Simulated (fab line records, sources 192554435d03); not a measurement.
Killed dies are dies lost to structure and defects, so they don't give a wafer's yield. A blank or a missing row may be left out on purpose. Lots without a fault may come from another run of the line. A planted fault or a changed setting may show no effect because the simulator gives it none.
Which tool did it? | flow n5_finfet | 14 lots, 40 wafers sampled, at 4 steps of a route of 1938

WHAT THE GAUGES READ, wafer by wafer
The record holds no reading of a measuring or inspecting step that can be judged against a usual standard deviation.

WHICH TOOL RAN EACH LOT (tool, then ch and the chambers of the sampled wafers, then the start)
lot  | N5_HKMG_FIN_CMP_94            | N5_GATE_CUT_ETCH_56               | N5_GATE_CUT_VAPOR_ETCH_60         | N5_GATE_CUT_PEB_11
L395 | cmp-02 ch 1,2,3, day 4 06:31  | rie_metal-03 ch 0,1, day 4 06:53  | rie_metal-03 ch 0,1, day 4 07:01  | litho_track-02 ch 0, day 4 10:28
L396 | cmp-02 ch 0,3, day 4 13:30    | rie_metal-02 ch 0,1, day 4 13:55  | rie_metal-02 ch 0,1, day 4 14:01  | litho_track-05 ch 0, day 4 17:28
L397 | cmp-02 ch 1,2, day 4 18:43    | rie_metal-01 ch 0,1, day 4 19:04  | rie_metal-01 ch 0,1, day 4 19:11  | litho_track-02 ch 0, day 4 23:00
L398 | cmp-03 ch 1,2,3, day 4 23:41  | rie_metal-03 ch 0,1, day 5 00:04  | rie_metal-03 ch 0,1, day 5 00:11  | litho_track-04, day 5 08:08
L399 | cmp-02 ch 0,1,3, day 5 11:23  | rie_metal-02 ch 0,1, day 5 11:44  | rie_metal-02 ch 0,1, day 5 11:50  | litho_track-04, day 5 15:13
L408 | cmp-02 ch 2,3, day 7 14:30    | rie_metal-01 ch 0,1, day 7 14:50  | rie_metal-01 ch 0,1, day 7 14:57  | litho_track-04 ch 0, day 7 19:38
L409 | cmp-03 ch 1,2,3, day 7 20:02  | rie_metal-03 ch 0,1, day 7 20:20  | rie_metal-03 ch 0,1, day 7 20:28  | litho_track-04 ch 0, day 8 01:01
L410 | cmp-03 ch 1,2, day 8 01:53    | rie_metal-03 ch 0,1, day 8 02:16  | rie_metal-03 ch 0,1, day 8 02:23  | litho_track-04 ch 0, day 8 05:59
L411 | cmp-04 ch 0,2,3, day 8 08:22  | rie_metal-01 ch 0,1, day 8 08:45  | rie_metal-01 ch 0,1, day 8 08:52  | litho_track-04 ch 0, day 8 12:08
L412 | cmp-02 ch 0,1,3, day 8 13:33  | rie_metal-03 ch 0, day 8 13:56    | rie_metal-03 ch 0, day 8 14:04    | litho_track-05 ch 0, day 8 17:36
L413 | cmp-03 ch 0,1,2, day 8 20:31  | rie_metal-03 ch 0,1, day 8 20:53  | rie_metal-03 ch 0,1, day 8 21:00  | litho_track-04 ch 0, day 9 01:05
L415 | cmp-03 ch 2,3, day 9 08:35    | rie_metal-02 ch 0,1, day 9 08:58  | rie_metal-02 ch 0,1, day 9 09:05  | litho_track-05 ch 0, day 9 12:23
L416 | cmp-04 ch 0,2, day 9 14:32    | rie_metal-03 ch 0,1, day 9 14:53  | rie_metal-03 ch 0,1, day 9 15:01  | litho_track-05 ch 0, day 9 18:15
L418 | cmp-03 ch 0,1,2, day 10 04:26 | rie_metal-01 ch 0,1, day 10 04:46 | rie_metal-01 ch 0,1, day 10 04:53 | litho_track-05 ch 0, day 10 09:02
- N5_HKMG_FIN_CMP_94: polishes, stops on SiNx, t overpolish 4.7 s, target thk 43.299 nm.
- N5_GATE_CUT_ETCH_56: etches TiN in Cl2/Ar, target depth 21.6 nm.
- N5_GATE_CUT_VAPOR_ETCH_60: etches HfO2 in BCl3/Cl2.
- N5_GATE_CUT_PEB_11: peb time 60 s.

WHAT THE TOOLS THEMSELVES READ (means of the sampled wafers that have a number; where no wafer has one, the mark that the record gives instead)
N5_HKMG_FIN_CMP_94. Usual: motor_current_A 12.0 A, standard deviation 1.3.
lot  | tool   | motor_current_A (A) | flag
L395 | cmp-02 | 12.3                |
L396 | cmp-02 | 11.2                |
L397 | cmp-02 | 12.1                |
L398 | cmp-03 | 12.8                |
L399 | cmp-02 | 11.4                |
L408 | cmp-02 | 12.1                |
L409 | cmp-03 | 12.6                |
L410 | cmp-03 | 12.8                |
L411 | cmp-04 | 11.2                |
L412 | cmp-02 | 11.8                |
L413 | cmp-03 | 12.6                |
L415 | cmp-03 | 13.3                |
L416 | cmp-04 | 11.7                |
L418 | cmp-03 | 13.1                |

N5_GATE_CUT_ETCH_56. Usual: drypump_motor_current_A 5.9 A, standard deviation 0.35; mfc_cl2_sccm 40.01 sccm, standard deviation 0.13; oes_product_au 0.77 a.u., standard deviation 0.13; throttle_valve_pct 20.88 %, standard deviation 0.27.
lot  | tool         | drypump_motor_current_A (A) | mfc_cl2_sccm (sccm) | oes_product_au (a.u.) | throttle_valve_pct (%) | flag
L395 | rie_metal-03 | 5.6                         | 39.95               | 0.71                  | 20.95                  |
L396 | rie_metal-02 | 6.4                         | 40.00               | 0.67                  | 21.06                  |
L397 | rie_metal-01 | 5.9                         | 40.08               | 0.94                  | 20.78                  |
L398 | rie_metal-03 | 5.6                         | 39.86               | 0.67                  | 21.01                  |
L399 | rie_metal-02 | 6.4                         | 40.04               | 0.69                  | 21.00                  |
L408 | rie_metal-01 | 5.9                         | 40.06               | 0.91                  | 20.68                  |
L409 | rie_metal-03 | 5.6                         | 39.99               | 0.66                  | 21.03                  |
L410 | rie_metal-03 | 5.6                         | 39.91               | 0.66                  | 21.03                  |
L411 | rie_metal-01 | 5.8                         | 40.01               | 0.91                  | 20.56                  |
L412 | rie_metal-03 | 5.7                         | 40.04               | 0.62                  | 21.09                  |
L413 | rie_metal-03 | 5.6                         | 40.04               | 0.66                  | 21.03                  |
L415 | rie_metal-02 | 6.4                         | 39.99               | 0.77                  | 20.88                  |
L416 | rie_metal-03 | 5.6                         | 40.05               | 0.66                  | 21.02                  |
L418 | rie_metal-01 | 5.8                         | 40.05               | 0.89                  | 20.57                  |

N5_GATE_CUT_VAPOR_ETCH_60. Usual: drypump_motor_current_A 5.9 A, standard deviation 0.35; oes_product_au 0.77 a.u., standard deviation 0.12.
lot  | tool         | drypump_motor_current_A (A) | oes_product_au (a.u.) | flag
L395 | rie_metal-03 | 5.5                         | 0.72                  |
L396 | rie_metal-02 | 6.4                         | 0.66                  |
L397 | rie_metal-01 | 6.0                         | 0.93                  |
L398 | rie_metal-03 | 5.6                         | 0.67                  |
L399 | rie_metal-02 | 6.4                         | 0.69                  |
L408 | rie_metal-01 | 5.9                         | 0.91                  |
L409 | rie_metal-03 | 5.6                         | 0.67                  |
L410 | rie_metal-03 | 5.6                         | 0.67                  |
L411 | rie_metal-01 | 5.8                         | 0.90                  |
L412 | rie_metal-03 | 5.7                         | 0.63                  |
L413 | rie_metal-03 | 5.6                         | 0.66                  |
L415 | rie_metal-02 | 6.4                         | 0.78                  |
L416 | rie_metal-03 | 5.6                         | 0.66                  |
L418 | rie_metal-01 | 5.8                         | 0.88                  |

N5_GATE_CUT_PEB_11. Usual: chill_plate_temp_C 22.98 C, standard deviation 0.098; exhaust_pa 45.0 Pa, standard deviation 0.86.
lot  | tool           | chill_plate_temp_C (C) | exhaust_pa (Pa) | flag
L395 | litho_track-02 | 23.00                  | 45.7            |
L396 | litho_track-05 | 22.95                  | 44.5            |
L397 | litho_track-02 | 23.11                  | 45.4            |
L398 | litho_track-04 | -                      | -               | OFF
L399 | litho_track-04 | -                      | -               | OFF
L408 | litho_track-04 | 22.98                  | 44.2            |
L409 | litho_track-04 | 22.98                  | 44.9            |
L410 | litho_track-04 | 22.83                  | 44.1            |
L411 | litho_track-04 | 22.97                  | 44.1            |
L412 | litho_track-05 | 22.96                  | 45.1            |
L413 | litho_track-04 | 23.09                  | 45.7            |
L415 | litho_track-05 | 23.00                  | 45.7            |
L416 | litho_track-05 | 23.00                  | 45.5            |
L418 | litho_track-05 | 23.05                  | 44.6            |

THE ANSWER, worked out from the rows above alone
Rule: a lot is off if the mean of its wafers that have a number lies more than 3 standard deviations from the usual mean. A lot without any number at a reading at which 4 lots or more have one is off too. The other lots that the step has rows for count as sound. The gauges are gone through in route order, then the tools' own readings, and for those a lot's mean is taken as printed above. The first step at which some lot is off is used, and at that step the reading that is off furthest; a lot without a number counts as furthest.
Off: L398, L399, at N5_GATE_CUT_PEB_11 (chill_plate_temp_C). Without a number there: L398, L399.
A tool fits if, at that step or a process step before it, it ran every lot that is off, and no sound lot after the first of them. None of those tried fits.

WHAT THE SIMULATOR HAD PUT IN
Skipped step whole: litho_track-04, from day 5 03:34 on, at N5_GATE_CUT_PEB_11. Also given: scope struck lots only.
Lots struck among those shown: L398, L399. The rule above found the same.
